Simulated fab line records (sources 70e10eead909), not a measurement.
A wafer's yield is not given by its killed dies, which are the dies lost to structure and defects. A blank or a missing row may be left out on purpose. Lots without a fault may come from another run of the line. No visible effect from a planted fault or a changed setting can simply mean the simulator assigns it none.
A lot that was struck, set against a sound lot :: flow nand harc :: 25 steps out of a route of 1302
Sound: the wafers L472.1, L472.3, L472.6. Struck: wafer L479.2 (left out: L479.5, L479.6 of the same lot, which were not struck); the cause appears at the end.
Per side, at each step with rows, come the tool, then ch with its chambers, and then its first start. Under that, the readings that differ: sound wafers :: struck wafers :: difference of the means :: sigmas: that difference in standard deviations of wafers without a fault.
alike: same words and numbers on both sides, and readings whose means sit less than 2 such deviations apart. not compared: any withheld reading, any reading some wafer has no value for, any bound like >300 that may hide the same value, and any number with overlapping values for which the record gives no deviation.
A row with sigmas, a row that says differs or no value, or rows on one side alone: a step with any of these is where the two part. Numbers that have no deviation but don't overlap get no sigmas and don't part them. A reading that every wafer of one side lacks parts them only if that side has two wafers or more.

first, 5 steps without rows for these wafers: NHARC_A_BONDPAD_SOFTBAKE_04 (time 70 s); NHARC_A_BONDPAD_EBR_05; NHARC_A_BONDPAD_EXPOSE_06 (exposes mask A BPAD); NHARC_A_BONDPAD_PEB_07 (peb time 80 s); NHARC_A_BONDPAD_DEVELOP_08 (time 50 s).
NHARC_A_BONDPAD_CD_MEAS_09 targets a cd of 500 nm.
  sound on cd sem-01 ch 0, day 23 21:33; struck on cd sem-03 ch 0, day 26 03:55
  alike: cd nm
NHARC_A_BONDPAD_OVL_MEAS_35:
  sound on overlay-02 at day 23 21:38; struck on overlay-01 at day 26 04:01
reading: overlay x nm (nm)
sound: -3 -4 -3
struck: 9
difference: +12
sigmas: +3
  alike: overlay y nm
then, 1 step without rows for these wafers: NHARC_A_BONDPAD_HARDBAKE_10 (time 65 s).
NHARC_A_BONDPAD_DESCUM_11: chemistry O2, time 3 s.
  sound on rie diel-04 ch 0,2,3, day 23 21:46; struck on rie diel-04 ch 2, day 26 04:09
reading: rf vpp V (V)
sound: 56.3 58.1 57.4
struck: 59.6
difference: +2.3
sigmas: +3
  alike: drypump motor current A, oes product au, showerhead plenum p Torr, throttle valve pct
  not compared: rf hours counter h
NHARC_A_BONDPAD_ETCH_34: etches the open film in N2/H2, target depth 60 nm, overetch 18 nm, time 65.91 s.
  sound on rie diel-04 ch 0,2, day 23 21:50; struck on rie diel-04 ch 2, day 26 04:14
  alike: drypump motor current A, oes product au, rf vpp V, showerhead plenum p Torr, throttle valve pct
  not compared: rf hours counter h
then, 1 step without rows for these wafers: NHARC_A_BONDPAD_ETCH_12 (etches the open film in CHF3/O2, target depth 220 nm, time 110 s).
NHARC_A_BONDPAD_CD_MEAS_13:
  sound on cd sem-01 at day 23 22:05; struck on cd sem-03 at day 26 04:28
  alike: cd nm
NHARC_A_BONDPAD_STRIP_15: strips in O2.
  sound on rie diel-03 ch 1,3, day 23 22:09; struck on rie diel-08 ch 3, day 26 04:35
  alike: drypump motor current A, oes product au, rf vpp V, showerhead plenum p Torr, throttle valve pct
  not compared: rf hours counter h
NHARC_A_BONDPAD_ETCH_24: etches the open film in CF4/N2, target depth 30 nm, time 72.99 s.
  sound on rie diel-03 ch 0,1,3; struck on rie diel-08 ch 1
  alike: drypump motor current A, oes product au, rf vpp V, showerhead plenum p Torr, throttle valve pct
  not compared: rf hours counter h
then, 2 steps without rows for these wafers: NHARC_A_BONDPAD_STRIP_16 (strips in post etch residue remover, time 600 s); NHARC_A_BONDPAD_DEGAS_25 (time 60 s).
NHARC_A_BONDPAD_PRE_CLEAN_26: time 30 s.
  sound on pvd sputter-02; struck on pvd sputter-01
  alike: heater power w
then, 3 steps without rows for these wafers: NHARC_A_BONDPAD_PVD_17 (deposits TaN, target thk 5 nm, time 8.06 s); NHARC_A_BONDPAD_PVD_27 (deposits Cu, target thk 30 nm, time 20.49 s); NHARC_A_BONDPAD_ECD_18 (material Cu, target thk 400 nm).
NHARC_A_BONDPAD_ANNEAL_28: time 90 s.
  sound on rtp anneal-01 ch 0, day 23 23:26; struck on rtp anneal-02 ch 0, day 26 05:52
  alike: wafer_temp_C_max
then, 1 step without rows for these wafers: NHARC_A_BONDPAD_CMP_19 (polishes, t overpolish 30 s, cu recess touch 16 s, target thk 169.82 nm).
NHARC_A_BONDPAD_THK_MEAS_20: measures by xrf.
  sound on film metro-02 at day 24 00:07; struck on film metro-01 at day 26 06:29
  alike: thk nm
then, 1 step without rows for these wafers: NHARC_A_BONDPAD_SRD_21 (time 30 s, dry time 20 s).
NHARC_END_SORT_01:
  sound on prober-01 ch 0, day 25 05:08; struck on prober-01 ch 0, day 28 04:15
reading: defect limited yield (%)
sound: 92.9 89.2 88.3
struck: 76.1
difference: -14.0
sigmas: -6

reading: killed at array
sound: 48 70 77
struck: 158
difference: +93
sigmas: +5

reading: killed dies
sound: 48 73 79
struck: 162
difference: +95
sigmas: +6

reading: sort_bin_2_pct (%)
sound: 3.5 3.5 4.6
struck: 9.0
difference: +5.1
sigmas: +5

reading: sort_bin_3_pct (%)
sound: 0.4 0.4 1.0
struck: 5.3
difference: +4.7
sigmas: +14

reading: sort_bin_4_pct (%)
sound: 3.1 6.8 6.1
struck: 9.6
difference: +4.3
sigmas: +3

reading: sort n pass
sound: 629 604 598
struck: 515
difference: -95
sigmas: -6

reading: sort rim yield pct (%)
sound: 91 99 94
struck: 78
difference: -17
sigmas: -4

reading: sort yield pct (%)
sound: 92.9 89.2 88.3
struck: 76.1
difference: -14.0
sigmas: -6
  alike: killed at other, killed at periphery, killed open, killed short

## WHERE THEY PART
Last at NHARC_END_SORT_01 as far as this record goes, first at NHARC_A_BONDPAD_OVL_MEAS_35.

WHY: what the simulator had put in
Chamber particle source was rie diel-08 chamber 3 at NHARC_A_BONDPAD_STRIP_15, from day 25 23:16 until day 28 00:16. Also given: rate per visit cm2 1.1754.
